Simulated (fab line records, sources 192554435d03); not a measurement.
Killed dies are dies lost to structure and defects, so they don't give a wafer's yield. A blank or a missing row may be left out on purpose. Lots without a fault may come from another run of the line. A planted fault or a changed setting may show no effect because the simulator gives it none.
Which tool did it? | flow n5_finfet | 12 lots, 36 wafers sampled, at 1 step of a route of 1938

WHAT THE GAUGES READ, wafer by wafer
N5_MOL_CONTACT_COAG_OVL_MEAS_85.
lot  | measured     | on         | VG_OVL (nm)
L075 | day 5 08:24  | overlay-01 | 0.1 -0.3 -0.1
L077 | day 6 01:34  | overlay-01 | -0.3 0.3 0.0
L079 | day 6 08:18  | overlay-02 | 0.7 -0.6 -0.2
L081 | day 7 00:04  | overlay-02 | 0.0 -0.8 -0.2
L083 | day 7 07:54  | overlay-01 | -1.6 -1.4 -1.0
L085 | day 8 02:03  | overlay-02 | -0.1 0.8 0.5
L087 | day 8 08:29  | overlay-02 | 0.6 1.2 1.1
L089 | day 8 23:15  | overlay-01 | -0.3 -0.6 -0.5
L091 | day 9 08:20  | overlay-01 | 0.3 0.0 -0.4
L093 | day 9 19:10  | overlay-01 | -0.5 0.0 -0.8
L095 | day 10 14:25 | overlay-02 | -0.7 0.0 0.2
L097 | day 11 03:47 | overlay-01 | 0.7 -0.2 0.1

WHICH TOOL RAN EACH LOT (tool, then ch and the chambers of the sampled wafers, then the start)
The record holds no process step before these readings.

THE ANSWER, worked out from the rows above alone
Rule: what is usual is taken from the lots themselves. Put in order of their means at a reading, lots are off if they are a third of the lots or fewer, leave a main group of 4 or more, and stand apart from it by a gap of 3 or more times the standard deviation of the main group's means; of several such gaps the widest counts. A main group whose means are all the same, to the digits that the tables above print for the reading, isn't used. A lot without any number at a reading at which 4 lots or more have one is off too. The other lots that the step has rows for count as sound.
No lot is off at any reading shown: from this, nothing can be told.

WHAT THE SIMULATOR HAD PUT IN
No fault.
